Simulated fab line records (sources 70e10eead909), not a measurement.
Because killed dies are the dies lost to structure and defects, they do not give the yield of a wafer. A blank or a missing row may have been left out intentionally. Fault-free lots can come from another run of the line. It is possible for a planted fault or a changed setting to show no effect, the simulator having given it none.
fab line records + flow nand_harc + part 2 of 2: steps 28 to 32 of 32
[record]
- lots = 5
- wafers = 15
- last_day = 24
route steps=1159 shown A_SGD_CUT@765 A_SLIT@779
lots that met no fault: from a run of the same line without faults
start_h: the number of hours between the record's first day and the start of the first shown wafer of the lot + wait_h: hours since the lot's step before + " repeats the value in the row above + L1.1+2: a single row standing in for several wafers + - no value present, or no start provided + * or withheld: withheld + < > ~ a bound
route shown NAME@n: NAME is a module with steps in the file, n the number in the route of the first one + usual: mean/standard deviation of fault-free wafers + same: alike in all rows + chamber/n: place in a boat + sites: the reading at each site + _std_site: the values' standard deviation + _edge_site: outer sites' mean less inner sites' + radius_mm: for every site, how far away it sits from the centre of the wafer + mask NAME#n: copy n + behind: the tool/chamber that last shaped the wafer + hold: why the lot was held/for how many hours/how that ended + device: whichever transistor did not switch (one of n, p or np) + end of line: the same wafers' tests at the end of the route + where a step has no rows: the recipe by itself + killed: the dies lost at the first sort to structure and to defects; this is not the yield of the wafer + map: per-die view of a wafer (x killed, . not killed, _ where there is no die)
set.NAME: the setting the step ran with; set.NAME@STEP: the setting that earlier step ran with + model.NAME: the simulator's own value behind a step, which no gauge read
lots at selected steps of the route; one table per step, one row per wafer
services: from which hour (start_h, from the record's first day; less than 0 if before it) a tool's chamber was out of use, for how many hours, and why
[[steps]]
[step NHARC_A_SLIT_INSPECT_11]
[usual]
- raw_defect_count = 21/9.3
| lot.wafer | tool              | chamber | start_h | wait_h | raw_defect_count |
|-----------|-------------------|---------|---------|--------|------------------|
| L084.3    | defect_inspect-02 | -       | 380.25  | 0.0    | 14               |
| L084.4    | "                 | -       | "       | "      | 12               |
| L084.5    | "                 | -       | "       | "      | 13               |
| L085.2    | defect_inspect-01 | -       | 380.61  | 0.0    | 23               |
| L085.4    | "                 | -       | "       | "      | 22               |
| L085.5    | "                 | -       | "       | "      | 25               |
| L086.2    | defect_inspect-02 | -       | 400.20  | 0.0    | 13               |
| L086.3    | "                 | -       | "       | "      | 11               |
| L086.5    | "                 | -       | "       | "      | 10               |
| L094.2    | defect_inspect-02 | -       | 446.29  | 0.0    | 16               |
| L094.4    | "                 | -       | "       | "      | 6                |
| L094.6    | "                 | -       | "       | "      | 12               |
| L096.2    | defect_inspect-02 | -       | 449.32  | 0.0    | 12               |
| L096.3    | "                 | -       | "       | "      | 17               |
| L096.4    | "                 | -       | "       | "      | 17               |
[step NHARC_A_SLIT_DESCUM_14]
[recipe]
- time_s = 3
- o2_flow_sccm = 200
- ar_flow_sccm = 0
- bias_power_w = 0
- chemistry = O2
[usual]
- chamber_pressure_mTorr = 60.01/0.054
- drypump_motor_current_A = 5.8/0.45
- oes_product_au = 0.995/0.01
- rf_vpp_V = 58.0/0.94
- showerhead_plenum_p_Torr = 1.95/0.065
- throttle_valve_pct = 11.311/0.0088
| lot.wafer | tool        | chamber | start_h | wait_h | chamber_pressure_mTorr | drypump_motor_current_A | oes_product_au | rf_hours_counter_h | rf_vpp_V | showerhead_plenum_p_Torr | throttle_valve_pct |
|-----------|-------------|---------|---------|--------|------------------------|-------------------------|----------------|--------------------|----------|--------------------------|--------------------|
| L084.4    | rie_diel-10 | 1       | 380.31  | 0.1    | 59.98                  | 5.5                     | 0.996          | 1                  | 58.7     | 1.98                     | 11.309             |
| L084.3    | "           | 3       | "       | "      | 60.03                  | 5.2                     | 0.987          | 1                  | 58.0     | 2.03                     | 11.314             |
| L084.5    | "           | 2       | "       | "      | 59.95                  | 5.3                     | 1.001          | -                  | 58.7     | 2.04                     | 11.300             |
| L085.2    | rie_diel-01 | 1       | 380.68  | 0.1    | 60.02                  | 5.2                     | 0.990          | 5                  | 58.7     | 1.93                     | 11.307             |
| L085.4    | "           | 3       | "       | "      | 60.03                  | 6.4                     | 0.989          | 6                  | 57.2     | 1.98                     | 11.318             |
| L085.5    | "           | 0       | "       | "      | 60.02                  | 6.5                     | 0.988          | -                  | 59.3     | 2.05                     | 11.316             |
| L086.3    | rie_diel-10 | 0       | 400.27  | 0.1    | 59.97                  | 5.9                     | 1.003          | 3                  | 57.3     | 1.84                     | 11.304             |
| L086.2    | "           | 2       | "       | "      | 59.99                  | 5.4                     | 0.998          | 3                  | 58.6     | 2.04                     | 11.323             |
| L086.5    | "           | 0       | "       | "      | 60.01                  | 5.9                     | 1.005          | -                  | 57.2     | 1.84                     | 11.310             |
| L094.4    | rie_diel-04 | 1       | 446.37  | 0.1    | 59.93                  | 5.9                     | 0.987          | 11                 | 60.0     | 2.00                     | 11.312             |
| L094.2    | "           | 2       | "       | "      | 60.00                  | 5.4                     | 0.999          | 11                 | 57.5     | 1.90                     | 11.319             |
| L094.6    | "           | 0       | "       | "      | 59.97                  | 5.8                     | 0.985          | -                  | 58.8     | 1.92                     | 11.311             |
| L096.4    | rie_diel-01 | 2       | 449.38  | 0.1    | 59.95                  | 6.2                     | 0.975          | 10                 | 58.0     | 1.87                     | 11.305             |
| L096.3    | "           | 3       | "       | "      | 60.03                  | 6.3                     | 0.993          | 12                 | 57.1     | 1.98                     | 11.318             |
| L096.2    | "           | 0       | "       | "      | 60.04                  | 6.5                     | 0.996          | 11                 | 58.7     | 2.05                     | 11.310             |
[step NHARC_A_SLIT_ETCH_24]
[recipe]
- target_depth_a = 1210
- time_s = 60.5
- cf4_flow_sccm = 100
- chf3_flow_sccm = 30
- ar_flow_sccm = 0
- rf_w = 500
- bias_w = 200
- chemistry = CF4/CHF3
[usual]
- chamber_pressure_mTorr = 25.000/0.025
- drypump_motor_current_A = 5.8/0.44
- oes_product_au = 0.959/0.018
- rf_vpp_V = 371.8/1.8
- showerhead_plenum_p_Torr = 1.61/0.049
- throttle_valve_pct = 16.802/0.0095
| lot.wafer | tool        | chamber | start_h | wait_h | chamber_pressure_mTorr | drypump_motor_current_A | oes_product_au | rf_hours_counter_h | rf_vpp_V | showerhead_plenum_p_Torr | throttle_valve_pct |
|-----------|-------------|---------|---------|--------|------------------------|-------------------------|----------------|--------------------|----------|--------------------------|--------------------|
| L084.4    | rie_diel-10 | 0       | 380.40  | 0.1    | 24.987                 | 5.9                     | 0.980          | 1                  | 369.1    | 1.51                     | 16.806             |
| L084.3    | "           | 1       | "       | "      | 24.989                 | 5.4                     | 0.957          | 1                  | 371.8    | 1.63                     | 16.812             |
| L084.5    | "           | 0       | "       | "      | 25.000                 | 5.9                     | 0.971          | -                  | 368.8    | 1.51                     | 16.787             |
| L085.4    | rie_diel-01 | 3       | 381.07  | 0.4    | 25.040                 | 6.3                     | 0.948          | 6                  | 371.8    | 1.62                     | 16.824             |
| L085.2    | "           | 1       | "       | "      | 24.990                 | 5.2                     | 0.950          | 5                  | 371.1    | 1.59                     | 16.824             |
| L085.5    | "           | 3       | "       | "      | 25.010                 | 6.3                     | 0.953          | -                  | 371.6    | 1.62                     | 16.825             |
| L086.3    | rie_diel-10 | 3       | 400.34  | 0.1    | 25.005                 | 5.2                     | 0.958          | 3                  | 374.4    | 1.67                     | 16.793             |
| L086.2    | "           | 0       | "       | "      | 25.003                 | 5.9                     | 0.957          | 3                  | 367.3    | 1.51                     | 16.787             |
| L086.5    | "           | 3       | "       | "      | 24.998                 | 5.2                     | 0.963          | -                  | 373.5    | 1.67                     | 16.798             |
| L094.2    | rie_diel-04 | 2       | 446.46  | 0.1    | 24.980                 | 5.4                     | 0.932          | 11                 | 370.7    | 1.56                     | 16.796             |
| L094.4    | "           | 3       | "       | "      | 24.989                 | 5.4                     | 0.956          | 11                 | 371.3    | 1.57                     | 16.806             |
| L094.6    | "           | 1       | "       | "      | 25.040                 | 5.9                     | 0.943          | -                  | 373.7    | 1.64                     | 16.817             |
| L096.2    | rie_diel-01 | 3       | 449.47  | 0.1    | 25.010                 | 6.4                     | 0.933          | 12                 | 371.6    | 1.62                     | 16.803             |
| L096.3    | "           | 0       | "       | "      | 25.007                 | 6.5                     | 0.961          | 11                 | 375.1    | 1.68                     | 16.797             |
| L096.4    | "           | 1       | "       | "      | 25.016                 | 5.2                     | 0.957          | 7                  | 371.4    | 1.58                     | 16.798             |
[step NHARC_A_SLIT_ETCH_15]
[recipe]
- target_depth_a = 32000
- over_etch_frac = 0.3
- time_s = 832
- ion_energy_ev = 150
- o2_flow_sccm = 400
- cos_flow_sccm = 20
- ar_flow_sccm = 0
- rf_w = 500
- bias_w = 300
- chemistry = O2/COS
[usual]
- chamber_pressure_mTorr = 20.002/0.019
- drypump_motor_current_A = 5.7/0.45
- oes_product_au = 0.996/0.01
- rf_vpp_V = 315.1/1.6
- showerhead_plenum_p_Torr = 3.19/0.097
- throttle_valve_pct = 28.329/0.0091
[same]
- over_etch_frac = 0.3
| lot.wafer | tool        | chamber | start_h | wait_h | chamber_pressure_mTorr | drypump_motor_current_A | oes_product_au | rf_hours_counter_h | rf_vpp_V | showerhead_plenum_p_Torr | throttle_valve_pct |
|-----------|-------------|---------|---------|--------|------------------------|-------------------------|----------------|--------------------|----------|--------------------------|--------------------|
| L084.3    | rie_diel-10 | 1       | -       | -      | 20.017                 | 5.5                     | 1.006          | 1                  | 317.4    | 3.23                     | 28.324             |
| L084.4    | "           | 2       | "       | "      | 19.997                 | 5.4                     | 0.998          | 1                  | 317.3    | 3.31                     | 28.333             |
| L084.5    | "           | 1       | "       | "      | 20.023                 | 5.5                     | 0.986          | -                  | 314.8    | 3.23                     | 28.333             |
| L085.4    | rie_diel-01 | 0       | -       | -      | 19.981                 | 6.5                     | 0.989          | 5                  | 318.3    | 3.33                     | 28.324             |
| L085.2    | "           | 1       | "       | "      | 20.011                 | 5.2                     | 0.990          | 5                  | 314.2    | 3.15                     | 28.335             |
| L085.5    | "           | 0       | "       | "      | 19.998                 | 6.5                     | 0.999          | -                  | 315.8    | 3.33                     | 28.343             |
| L086.2    | rie_diel-10 | 3       | -       | -      | 20.012                 | 5.2                     | 0.994          | 3                  | 316.5    | 3.31                     | 28.328             |
| L086.3    | "           | 1       | "       | "      | 19.993                 | 5.5                     | 0.994          | 3                  | 316.8    | 3.23                     | 28.327             |
| L086.5    | "           | 3       | "       | "      | 19.994                 | 5.2                     | 0.994          | -                  | 317.5    | 3.31                     | 28.330             |
| L094.4    | rie_diel-04 | 1       | -       | -      | 20.007                 | 5.9                     | 0.997          | 11                 | 315.5    | 3.26                     | 28.343             |
| L094.2    | "           | 2       | "       | "      | 19.999                 | 5.4                     | 0.994          | 11                 | 312.1    | 3.09                     | 28.317             |
| L094.6    | "           | 0       | "       | "      | 19.986                 | 5.7                     | 0.988          | -                  | 314.0    | 3.13                     | 28.338             |
| L096.4    | rie_diel-01 | 0       | -       | -      | 19.974                 | 6.5                     | 0.997          | 11                 | 317.3    | 3.33                     | 28.334             |
| L096.3    | "           | 1       | "       | "      | 19.984                 | 5.2                     | 0.988          | 8                  | 315.4    | 3.14                     | 28.327             |
| L096.2    | "           | 2       | "       | "      | 20.014                 | 6.2                     | 0.979          | 10                 | 312.8    | 3.06                     | 28.330             |
[step NHARC_A_SLIT_ETCH_17]
[recipe]
- bias_v = 900
- source_w = withheld
- pressure_mtorr = 20
- ar_flow_sccm = 375
- c4f8_flow_sccm = 83.3
- o2_flow_sccm = 41.7
- time_s = 1687.5
- target_depth_a = 1.01e+05
- chemistry = C4F8/O2/Ar
[usual]
- chamber_pressure_mTorr = 19.993/0.019
- drypump_motor_current_A = 5.5/0.37
- esc_clamp_current_uA = 0.0209/0.0006
- showerhead_plenum_p_Torr = 3.72/0.071
- throttle_valve_pct = 32.047/0.0097
| lot.wafer | tool        | chamber | start_h | wait_h | chamber_pressure_mTorr | drypump_motor_current_A | esc_clamp_current_uA | rf_hours_counter_h | showerhead_plenum_p_Torr | throttle_valve_pct |
|-----------|-------------|---------|---------|--------|------------------------|-------------------------|----------------------|--------------------|--------------------------|--------------------|
| L084.3    | har_etch-02 | 0       | 381.58  | -      | 20.018                 | 5.6                     | 0.0210               | -                  | 3.66                     | 32.043             |
| L084.4    | "           | 1       | "       | "      | 19.965                 | 5.9                     | 0.0203               | -                  | 3.64                     | 32.049             |
| L084.5    | "           | 1       | "       | "      | 19.991                 | 5.9                     | 0.0202               | -                  | 3.64                     | 32.067             |
| L085.2    | har_etch-01 | 0       | 383.96  | -      | 19.981                 | 4.9                     | 0.0204               | 27                 | 3.79                     | 32.054             |
| L085.4    | "           | 1       | "       | "      | 19.998                 | 5.8                     | 0.0218               | -                  | 3.79                     | 32.035             |
| L085.5    | "           | 1       | "       | "      | 19.993                 | 5.8                     | 0.0218               | -                  | 3.79                     | 32.042             |
| L086.2    | har_etch-02 | 0       | 401.28  | -      | 19.961                 | 5.5                     | 0.0210               | 203                | 3.65                     | 32.057             |
| L086.3    | "           | 0       | "       | "      | 19.988                 | 5.5                     | 0.0210               | -                  | 3.65                     | 32.051             |
| L086.5    | "           | 0       | "       | "      | 19.986                 | 5.6                     | 0.0210               | -                  | 3.65                     | 32.053             |
| L094.2    | har_etch-01 | 0       | 447.13  | -      | 19.992                 | 5.0                     | 0.0204               | 56                 | 3.77                     | 32.048             |
| L094.4    | "           | 0       | "       | "      | 19.992                 | 5.0                     | 0.0204               | -                  | 3.77                     | 32.052             |
| L094.6    | "           | 1       | "       | "      | 19.989                 | 5.8                     | 0.0218               | -                  | 3.77                     | 32.053             |
| L096.2    | har_etch-01 | 0       | 450.41  | -      | 19.972                 | 4.9                     | 0.0204               | 57                 | 3.77                     | 32.055             |
| L096.4    | "           | 1       | "       | "      | 20.010                 | 5.8                     | 0.0218               | -                  | 3.77                     | 32.048             |
| L096.3    | "           | 0       | "       | "      | 19.983                 | 4.9                     | 0.0204               | -                  | 3.77                     | 32.049             |
[[services]]
| tool            | chamber | start_h | hours | kind   |
|-----------------|---------|---------|-------|--------|
| acl_dep-02      | -       | 349.70  | 13.0  | pm     |
| fcvd-01         | -       | 352.12  | 0.7   | repair |
| rie_diel-10     | 3       | 352.80  | 4.0   | repair |
| rie_diel-10     | -       | 353.50  | 9.0   | pm     |
| rie_diel-08     | -       | 354.02  | 1.7   | repair |
| wet_bench-02    | -       | 356.00  | 8.0   | pm     |
| cmp-04          | -       | 363.14  | 9.0   | repair |
| fcvd-02         | -       | 376.00  | 13.0  | pm     |
| rie_diel-12     | -       | 379.51  | 9.0   | pm     |
| rie_diel-08     | 1       | 389.19  | 117.5 | repair |
| cmp-04          | -       | 400.22  | 4.0   | pm     |
| rie_diel-01     | 1       | 406.00  | 23.6  | repair |
| rie_diel-13     | 0       | 409.66  | 5.0   | repair |
| rie_diel-13     | -       | 413.14  | 0.2   | repair |
| pecvd-01        | -       | 418.39  | 13.0  | pm     |
| rie_diel-04     | -       | 427.13  | 1.2   | repair |
| arfi_scanner-02 | -       | 428.00  | 4.0   | pm     |
| cmp-04          | -       | 428.33  | 0.9   | repair |
| rie_diel-01     | 2       | 435.83  | 8.0   | repair |
| litho_track-01  | -       | 443.00  | 7.0   | pm     |
| wet_bench-07    | -       | 448.00  | 8.0   | pm     |
| pecvd-01        | -       | 448.27  | 0.9   | repair |
| rie_diel-12     | 2       | 448.39  | 1.4   | repair |
| fcvd-01         | 0       | 449.73  | 18.2  | repair |
